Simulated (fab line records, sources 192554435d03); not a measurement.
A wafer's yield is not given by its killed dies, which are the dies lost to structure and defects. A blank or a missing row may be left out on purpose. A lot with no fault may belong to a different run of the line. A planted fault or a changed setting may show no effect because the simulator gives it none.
Chamber matching ; flow n5-finfet ; 4 sister chambers for N5_HKMG_FIN_ALD_79 on ald-metal-02
The step deposits TiN, target thk 1.5 nm, pulse time 1 s, purge time 3 s. 4 wafers are shown with their chamber, then 9 later ones without.

== EACH WAFER AND ITS CHAMBER ==
wafer;chamber;heater-power-w (W)
L080.1;0;854
L087.1;3;899
L087.2;2;942
L087.3;1;773

== WAFERS MISSING THEIR CHAMBER ==
wafer;heater-power-w (W)
L091.3;839
L091.4;931
L091.6;946
L092.2;968
L092.4;837
L092.6;764
L093.1;787
L093.4;968
L093.6;949

== WHICH CHAMBER EACH WENT THROUGH ==
wafer;from the rows above;in truth
L091.3;0;0
L091.4;can't be placed: 2 or 3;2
L091.6;2;2
L092.2;2;2
L092.4;0;0
L092.6;1;1
L093.1;1;1
L093.4;2;2
L093.6;2;2
8 of 9 placed correctly. Cannot be placed on the basis of these rows: 1; the candidates contain the true chamber in 1. Placed wrongly: 0.
How it was worked out, from the rows above alone: a wafer's distance from a chamber is the root of the sum, over the readings, of the square of ((its reading less the chamber's mean) divided by the reading's scatter). The wafer belongs to the nearest chamber; if the next one is less than 2 further off, it can't be placed. A chamber's mean is the mean of its shown wafers. The scatter: root of mean squared gap, hidden wafer to nearest shown wafer, with one shown wafer a chamber.
